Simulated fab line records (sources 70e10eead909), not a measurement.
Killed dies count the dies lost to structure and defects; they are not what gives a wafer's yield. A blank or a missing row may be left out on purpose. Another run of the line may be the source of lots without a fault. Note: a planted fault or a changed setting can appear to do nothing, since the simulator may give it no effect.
fab line records    flow nand-harc
record lots=6  wafers=18  last-day=24
route steps=1159 shown A_STAIRCASE@647 END@1159
lots that met no fault: taken from a fault-free run of the same line
start-h: the number of hours between the record's first day and the start of the first shown wafer of the lot    wait-h: hours from the lot's prior step to this one    " the same as in the row above    L1.1+2: several wafers, shown together as one row    - no value present, or no start provided    * or withheld: withheld    < > ~ a bound
route shown NAME@n: NAME is a module with steps in the file, n the number in the route of the first one    usual: the fault-free wafers' mean and standard deviation    same: alike in all rows    chamber/n: place in a boat    sites: each site's reading    _std_site: the values' standard deviation    _edge_site: outer sites' mean less inner sites'    radius-mm: for every site, how far away it sits from the centre of the wafer    mask NAME#n: copy n    behind: the most recent tool/chamber to have shaped the wafer    hold: what put the lot on hold/how long, in hours/how the hold closed    device: which transistor (n, p or np) failed to switch    end of line: the route-end tests of the same wafers    for a step that has no rows: nothing shown but its recipe    killed: at the first sort, the dies lost to defects and structure; wafer yield is something else    map: dies across one wafer; x = killed, . = not, _ = none there
set.NAME: setting as actually run; set.NAME@STEP: the setting as run at that earlier step    model.NAME: the simulator's own value behind a step, which no gauge read
certain route steps with their lots: each step a table, each wafer a row
services: a tool's chamber out of use, with start hour (start-h, from the record's first day; less than 0 if before it), hours out, and reason
## steps
# step NHARC_A_STAIRCASE_ETCH_253
# recipe target-depth-a=500  time-s=20.2  ion-energy-ev=400  c4f8-flow-sccm=20  o2-flow-sccm=10  ar-flow-sccm=withheld  rf-w=600  bias-w=1000  chemistry=C4F8/O2
# usual chamber-pressure-mTorr=25.002/0.022  oes-product-au=0.955/0.022  rf-vpp-V=894/5.1
lot.wafer  tool         chamber  start-h  wait-h  chamber-pressure-mTorr  oes-product-au  rf-hours-counter-h  rf-vpp-V
L619.3     rie-diel-02  1        269.74   0.1     25.039                  0.979           41                  894
L619.2     "            0        "        "       25.031                  0.974           45                  886
L619.5     "            2        "        "       25.004                  0.990           -                   888
L623.2     rie-diel-02  1        298.42   0.1     25.017                  0.946           52                  894
L623.1     "            2        "        "       24.991                  0.964           50                  887
L623.5     "            2        "        "       25.011                  0.956           -                   888
L624.2     rie-diel-11  2        303.66   0.1     25.028                  0.970           36                  891
L624.3     "            3        "        "       24.997                  0.949           32                  901
L624.4     "            0        "        "       24.980                  0.958           31                  890
L633.2     rie-diel-05  3        350.43   0.1     25.024                  0.959           0                   899
L633.3     "            0        "        "       25.014                  0.958           0                   891
L633.6     "            0        "        "       24.956                  0.962           -                   891
L635.4     rie-diel-05  3        359.12   0.1     25.005                  0.964           4                   899
L635.6     "            3        "        "       24.954                  0.978           -                   900
L635.5     "            0        "        "       25.028                  0.950           -                   891
L638.4     rie-diel-05  0        395.08   0.1     25.027                  0.939           17                  890
L638.2     "            2        "        "       25.004                  0.937           16                  897
L638.3     "            3        "        "       24.985                  0.962           12                  900
# step NHARC_A_STAIRCASE_STRIP_254
# recipe power-w=1500  temp-c=250  chemistry=O2
# usual drypump-motor-current-A=5.8/0.3  heater-power-w=336/39  temp-c=250.02/0.18
lot.wafer  tool             chamber  start-h  wait-h  drypump-motor-current-A  heater-power-w  rf-hours-counter-h  temp-c
L619.2     plasma-asher-02  1        269.83   -       6.2                      312             29                  249.94
L619.3     "                0        "        "       5.6                      407             -                   250.12
L619.5     "                1        "        "       6.2                      313             -                   250.19
L623.2     plasma-asher-01  1        298.56   -       5.4                      317             10                  250.11
L623.1     "                0        "        "       5.7                      311             10                  250.06
L623.5     "                0        "        "       5.7                      307             -                   250.17
L624.2     plasma-asher-01  1        303.80   -       5.4                      318             12                  250.07
L624.3     "                0        "        "       5.7                      307             -                   249.96
L624.4     "                1        "        "       5.4                      308             -                   250.11
L633.2     plasma-asher-01  0        350.56   -       5.7                      306             28                  249.94
L633.3     "                1        "        "       5.4                      324             -                   249.88
L633.6     "                1        "        "       5.4                      323             -                   249.94
L635.4     plasma-asher-02  1        359.35   -       6.2                      317             -                   249.87
L635.5     "                0        "        "       5.6                      397             -                   249.92
L635.6     "                1        "        "       6.2                      315             -                   250.17
L638.2     plasma-asher-02  0        395.23   -       5.6                      416             7                   250.34
L638.3     "                1        "        "       6.2                      327             -                   250.13
L638.4     "                0        "        "       5.6                      417             -                   250.08
# step NHARC_A_STAIRCASE_STRIP_255
# recipe time-s=900  temp-c=130  chemistry=SPM
# step NHARC_A_STAIRCASE_PRECLEAN_256
# recipe time-s=*  temp-c=50  bath-age-min=0  chemistry=SC1
# step NHARC_A_STAIRCASE_SRD_257
# step NHARC_A_STAIRCASE_HM_DEP_456
# recipe target-thk-a=15000  temp-c=400  material=aC
# usual susceptor-temp-C=399.96/0.21  throttle-valve-pct=35.001/0.0096
lot.wafer  tool        chamber  start-h  wait-h  susceptor-temp-C  throttle-valve-pct
L619.2     acl-dep-02  0        270.95   -       -                 35.007
L619.3     "           0        "        "       -                 35.021
L619.5     "           0        "        "       -                 35.003
L623.1     acl-dep-02  0        301.00   -       -                 34.996
L623.2     "           0        "        "       -                 35.010
L623.5     "           0        "        "       -                 35.002
L624.2     acl-dep-02  0        306.74   -       400.16            34.990
L624.3     "           0        "        "       400.09            34.998
L624.4     "           0        "        "       399.82            35.011
L633.2     acl-dep-03  0        354.22   -       400.15            34.997
L633.3     "           0        "        "       400.04            34.985
L633.6     "           0        "        "       399.83            34.993
L635.4     acl-dep-01  0        363.31   -       -                 35.006
L635.5     "           0        "        "       -                 35.003
L635.6     "           0        "        "       -                 34.981
L638.2     acl-dep-02  0        397.24   -       399.84            35.004
L638.3     "           0        "        "       400.20            35.000
L638.4     "           0        "        "       399.77            35.000
# step NHARC_A_STAIRCASE_DEP_259
# recipe target-thk-a=300  target-thk-nm=30  temp-c=400  pressure-torr=3.5  flow-sccm=200  rf-w=350  material=SiON
# usual heater-power-w=791/59  susceptor-temp-C=399.99/0.23
lot.wafer  tool      chamber  start-h  wait-h  heater-power-w  susceptor-temp-C
L619.3     pecvd-04  1        272.50   0.9     868             399.92
L619.2     "         2        "        "       878             399.53
L619.5     "         0        "        "       822             400.24
L623.1     pecvd-02  1        302.85   1.5     708             400.44
L623.2     "         2        "        "       746             400.14
L623.5     "         2        "        "       765             400.06
L624.3     pecvd-02  1        308.34   1.0     781             400.01
L624.2     "         2        "        "       805             399.75
L624.4     "         1        "        "       778             400.06
L633.2     pecvd-02  0        355.77   1.2     613             399.99
L633.3     "         1        "        "       814             399.94
L633.6     "         1        "        "       815             400.00
L635.4     pecvd-04  2        364.32   0.7     898             400.14
L635.6     "         0        "        "       774             400.04
L635.5     "         1        "        "       760             399.58
L638.2     pecvd-02  0        398.84   1.3     683             400.00
L638.3     "         1        "        "       771             399.77
L638.4     "         1        "        "       768             399.84
# step NHARC_A_STAIRCASE_DEHYDRATE_281
# recipe temp-c=150  time-s=120
# step NHARC_A_STAIRCASE_HMDS_282
# recipe time-s=30
# step NHARC_A_STAIRCASE_COAT_283
# recipe spin-rpm=1200
# step NHARC_A_STAIRCASE_SOFTBAKE_284
# recipe temp-c=135  time-s=170
# step NHARC_A_STAIRCASE_EBR_285
# step NHARC_A_STAIRCASE_EXPOSE_286
# recipe na=0.5  dose-mj=25.01  mask-id=CHOP_100
# usual exposure-dose-mJ-cm2=25.012/0.023  reticle-temp-C=23.00/0.11
lot.wafer  tool            chamber  start-h  wait-h  mask        exposure-dose-mJ-cm2  reticle-temp-C
L619.2     krf-scanner-04  0        272.98   -       CHOP_100#0  25.020                22.90
L619.3     "               0        "        "       CHOP_100#0  25.050                22.87
L619.5     "               0        "        "       CHOP_100#0  25.004                22.88
L623.1     krf-scanner-02  0        303.45   -       CHOP_100#0  24.979                22.93
L623.2     "               0        "        "       CHOP_100#0  25.003                22.73
L623.5     "               0        "        "       CHOP_100#0  24.966                22.87
L624.2     krf-scanner-02  0        308.80   -       CHOP_100#0  25.025                23.06
L624.3     "               0        "        "       CHOP_100#0  25.023                23.01
L624.4     "               0        "        "       CHOP_100#0  25.061                22.82
L633.2     krf-scanner-04  0        356.38   -       CHOP_100#0  18.665                22.88
L633.3     "               0        "        "       CHOP_100#0  18.681                22.88
L633.6     "               0        "        "       CHOP_100#0  18.650                22.94
L635.4     krf-scanner-04  0        364.86   -       CHOP_100#0  18.679                22.97
L635.5     "               0        "        "       CHOP_100#0  18.697                22.94
L635.6     "               0        "        "       CHOP_100#0  18.686                22.89
L638.2     krf-scanner-01  0        399.42   -       CHOP_100#0  25.036                23.06
L638.3     "               0        "        "       CHOP_100#0  25.021                23.00
L638.4     "               0        "        "       CHOP_100#0  25.036                23.09
# step NHARC_A_STAIRCASE_PEB_287
# recipe peb-temp-c=115  peb-time-s=130
# step NHARC_END_SORT_01
# recipe temp-c=25
# usual killed-at-array=29/11  killed-at-other=0.7/1.1  killed-at-periphery=3.1/2  killed-dies=33/11  killed-open=3.5/1.8  killed-short=2.0/1.4
# same gross-dies=677
lot.wafer  tool       chamber  start-h  wait-h  killed-at-array  killed-at-other  killed-at-periphery  killed-dies  killed-open  killed-short
L619.2     prober-01  0        473.27   2.8     38               0                3                    41           4            1
L619.3     prober-01  0        474.06   3.1     36               1                0                    37           5            1
L619.5     prober-01  0        475.64   3.7     33               1                3                    37           4            1
L623.1     prober-01  0        495.78   2.5     30               0                4                    34           7            3
L623.2     prober-01  0        496.57   2.8     22               1                3                    26           3            2
L623.5     prober-01  0        498.94   3.7     28               0                2                    30           5            2
L624.2     prober-01  0        505.23   2.8     38               3                2                    43           3            1
L624.3     prober-01  0        506.03   3.1     37               1                1                    39           4            0
L624.4     prober-01  0        506.83   3.4     48               1                4                    53           3            3
L633.2     prober-02  0        562.33   2.8     14               1                3                    18           5            1
L633.3     prober-02  0        563.13   3.1     12               2                4                    18           7            0
L633.6     prober-02  0        565.53   4.0     22               2                3                    27           3            4
L635.4     prober-01  0        564.64   3.4     36               1                3                    40           4            3
L635.5     prober-01  0        565.45   3.7     27               1                1                    29           2            1
L635.6     prober-01  0        566.25   4.0     40               0                4                    44           3            7
L638.2     prober-02  0        579.65   2.8     18               1                3                    22           0            3
L638.3     prober-02  0        580.44   3.1     21               0                3                    24           3            5
L638.4     prober-02  0        581.23   3.4     21               0                1                    22           2            2
# killed by level:class
L619.2 A_CHANNEL_HOLE_D1:chamber-film-flake=15 A_SLIT:chamber-film-flake=10 A_BONDPAD:chamber-film-flake=5 A_CONTACT:geometric-particle:open=2 P_CONTACT:geometric-particle:open=1 P_M0:geometric-particle:open=1 A_CHANNEL_FILL_D1:geometric-particle:short=1 P_CONTACT:chamber-film-flake=1
L619.3 A_CHANNEL_HOLE_D1:chamber-film-flake=12 A_SLIT:chamber-film-flake=11 A_CHANNEL_FILL_D1:chamber-film-flake=4 A_BONDPAD:chamber-film-flake=3 A_WL_FILL:geometric-particle:open=2 A_ONON_D1:geometric-particle:open=1 A_CONTACT:geometric-particle:open=1 A_M0:geometric-particle:open=1
L619.5 A_CHANNEL_HOLE_D1:chamber-film-flake=12 A_SLIT:chamber-film-flake=8 A_BONDPAD:chamber-film-flake=4 A_CHANNEL_FILL_D1:chamber-film-flake=3 A_STAIRCASE:chamber-film-flake=2 P_M1:geometric-particle:open=1 A_CHANNEL_FILL_D1:geometric-particle:short=1 A_SLIT:geometric-particle:open=1
L623.1 A_CHANNEL_HOLE_D1:chamber-film-flake=17 A_CONTACT:chamber-film-flake=3 A_SGD_CUT:geometric-particle:short=2 A_BLC:geometric-particle:open=2 A_STAIRCASE:chamber-film-flake=2 P_GATE:geometric-particle:short=1 P_M0:geometric-particle:open=1 A_ONON_D1:geometric-particle:open=1
L623.2 A_CHANNEL_HOLE_D1:chamber-film-flake=11 A_CONTACT:chamber-film-flake=3 A_CHANNEL_FILL_D1:chamber-film-flake=2 P_M1:geometric-particle:short=1 A_CHANNEL_HOLE_D1:geometric-particle:open=1 A_CHANNEL_FILL_D1:geometric-particle:open=1 A_M0:geometric-particle:open=1 P_ZERO_WELL:chamber-film-flake=1
L623.5 A_CHANNEL_HOLE_D1:chamber-film-flake=13 A_STAIRCASE:chamber-film-flake=6 A_CONTACT:geometric-particle:open=3 P_CONTACT:geometric-particle:open=2 A_M0:chamber-film-flake=2 A_SOURCE_PLATE:geometric-particle:short=1 A_ONON_D1:geometric-particle:short=1 A_SGD_CUT:chamber-film-flake=1
L624.2 A_CHANNEL_HOLE_D1:chamber-film-flake=16 A_SLIT:chamber-film-flake=9 A_STAIRCASE:chamber-film-flake=6 THIN_TSV:chamber-film-flake=3 A_CONTACT:geometric-particle:open=2 P_GATE:chamber-film-flake=2 A_ZERO_WELL:chamber-film-flake=2 A_CONTACT:geometric-particle:short=1
L624.3 A_SLIT:chamber-film-flake=16 A_CHANNEL_HOLE_D1:chamber-film-flake=7 A_STAIRCASE:chamber-film-flake=5 A_ZERO_WELL:chamber-film-flake=2 A_BONDPAD:chamber-film-flake=2 P_M0:geometric-particle:open=1 A_CHANNEL_FILL_D1:geometric-particle:open=1 A_CONTACT:geometric-particle:open=1
L624.4 A_SLIT:chamber-film-flake=14 A_CHANNEL_HOLE_D1:chamber-film-flake=13 A_STAIRCASE:chamber-film-flake=8 P_GATE:chamber-film-flake=4 A_ZERO_WELL:chamber-film-flake=3 A_WL_FILL:chamber-film-flake=3 A_CONTACT:geometric-particle:open=2 A_CHANNEL_HOLE_D1:geometric-particle:short=1
L633.2 A_STAIRCASE:chamber-film-flake=4 P_GATE:chamber-film-flake=3 A_CHANNEL_HOLE_D1:chamber-film-flake=3 A_M0:geometric-particle:open=2 A_ONON_D1:geometric-particle:open=1 A_CHANNEL_FILL_D1:geometric-particle:open=1 A_WL_FILL:geometric-particle:short=1 A_CONTACT:geometric-particle:open=1
L633.3 A_STAIRCASE:chamber-film-flake=5 A_CHANNEL_HOLE_D1:chamber-film-flake=3 THIN_TSV:chamber-film-flake=2 P_CONTACT:geometric-particle:open=1 P_M1:geometric-particle:open=1 P_BONDPAD:geometric-particle:open=1 A_ONON_D1:geometric-particle:open=1 A_CHANNEL_FILL_D1:geometric-particle:open=1
L635.4 A_CHANNEL_HOLE_D1:chamber-film-flake=23 A_CONTACT:chamber-film-flake=4 A_STAIRCASE:chamber-film-flake=3 A_CONTACT:geometric-particle:open=2 P_CONTACT:geometric-particle:open=1 P_M0:geometric-particle:short=1 A_ONON_D1:geometric-particle:open=1 A_SGD_CUT:geometric-particle:short=1
L635.5 A_CHANNEL_HOLE_D1:chamber-film-flake=22 A_CONTACT:chamber-film-flake=3 P_GATE:geometric-particle:open=1 A_CONTACT:geometric-particle:short=1 A_BLC:geometric-particle:open=1 THIN_TSV:chamber-film-flake=1
L633.6 A_STAIRCASE:chamber-film-flake=7 A_CHANNEL_HOLE_D1:chamber-film-flake=5 A_WL_FILL:geometric-particle:short=2 P_GATE:chamber-film-flake=2 A_ZERO_WELL:chamber-film-flake=2 A_CONTACT:chamber-film-flake=2 THIN_TSV:chamber-film-flake=2 P_GATE:geometric-particle:short=1
L635.6 A_CHANNEL_HOLE_D1:chamber-film-flake=22 A_CONTACT:chamber-film-flake=9 A_CHANNEL_FILL_D1:geometric-particle:short=2 A_WL_FILL:geometric-particle:short=2 A_STAIRCASE:chamber-film-flake=2 P_CONTACT:geometric-particle:short=1 P_CONTACT:geometric-particle:open=1 P_M0:geometric-particle:open=1
L638.2 A_CHANNEL_HOLE_D1:chamber-film-flake=9 A_CONTACT:chamber-film-flake=6 P_STI:geometric-particle:short=1 P_GATE:geometric-particle:short=1 A_ONON_D1:geometric-particle:short=1 P_M0:chamber-film-flake=1 A_ZERO_WELL:chamber-film-flake=1 A_SLIT:chamber-film-flake=1
L638.3 A_CHANNEL_HOLE_D1:chamber-film-flake=11 A_CONTACT:chamber-film-flake=3 P_CONTACT:geometric-particle:open=1 P_CONTACT:geometric-particle:short=1 A_ONON_D1:geometric-particle:open=1 A_ONON_D1:geometric-particle:short=1 A_CHANNEL_FILL_D1:geometric-particle:open=1 A_WL_FILL:geometric-particle:short=1
L638.4 A_CHANNEL_HOLE_D1:chamber-film-flake=9 A_CONTACT:chamber-film-flake=6 A_WL_FILL:geometric-particle:short=2 A_ONON_D1:geometric-particle:open=1 A_CONTACT:geometric-particle:open=1 P_ZERO_WELL:chamber-film-flake=1 A_STAIRCASE:chamber-film-flake=1 A_WL_FILL:chamber-film-flake=1
## services
tool             chamber  start-h  hours  kind
rie-diel-02      2        274.32   1.4    repair
plasma-asher-01  -        276.60   9.0    pm
pecvd-04         2        284.33   4.0    repair
plasma-asher-01  -        285.73   1.4    repair
plasma-asher-02  -        288.12   13.1   repair
pecvd-04         0        291.34   4.0    repair
rie-diel-05      0        294.72   5.7    repair
krf-scanner-04   -        298.00   4.0    pm
rie-diel-02      0        303.23   3.9    repair
rie-diel-05      1        305.50   14.4   repair
pecvd-04         -        311.58   1.2    repair
rie-diel-02      -        327.82   9.0    pm
pecvd-02         -        334.56   13.0   pm
krf-scanner-02   -        336.38   0.3    repair
rie-diel-05      -        340.70   9.0    pm
krf-scanner-02   -        344.11   5.1    repair
acl-dep-02       -        348.72   13.0   pm
rie-diel-05      -        352.65   0.9    repair
plasma-asher-02  -        360.31   9.0    pm
pecvd-04         -        376.04   13.0   pm
pecvd-02         -        380.20   1.2    repair
rie-diel-05      3        381.74   12.5   repair
krf-scanner-02   -        382.00   4.0    pm
krf-scanner-04   -        392.79   0.3    repair
## key
first-sign step=NHARC_A_STAIRCASE_EXPOSE_286  reading=exposure-dose-mJ-cm2  direction=down  sigmas=99+  usual=25.012  struck=18.677
effect none on later readings
met-at NHARC_A_STAIRCASE_EXPOSE_286
struck-wafers L633.2,L633.3,L633.6,L635.4,L635.5,L635.6
tester-left-out L633,L635
onset-between 272.98 356.38
fault kind=process-parameter-drift  tool=krf-scanner-04  chamber=-  onset-h=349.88  steps=NHARC_A_STAIRCASE_EXPOSE_286  channel=dose-mj  offset=-6.3402  shape=step  acts-in=these-recipes-only  stated=25.01
# tester-left-out: of these lots the tester's yield and bins aren't shown, on N5 and GAA mostly nor the transistor test; their killed dies are dies lost to structure and defects alone, not to doping, threshold or leakage, so they don't give the yield
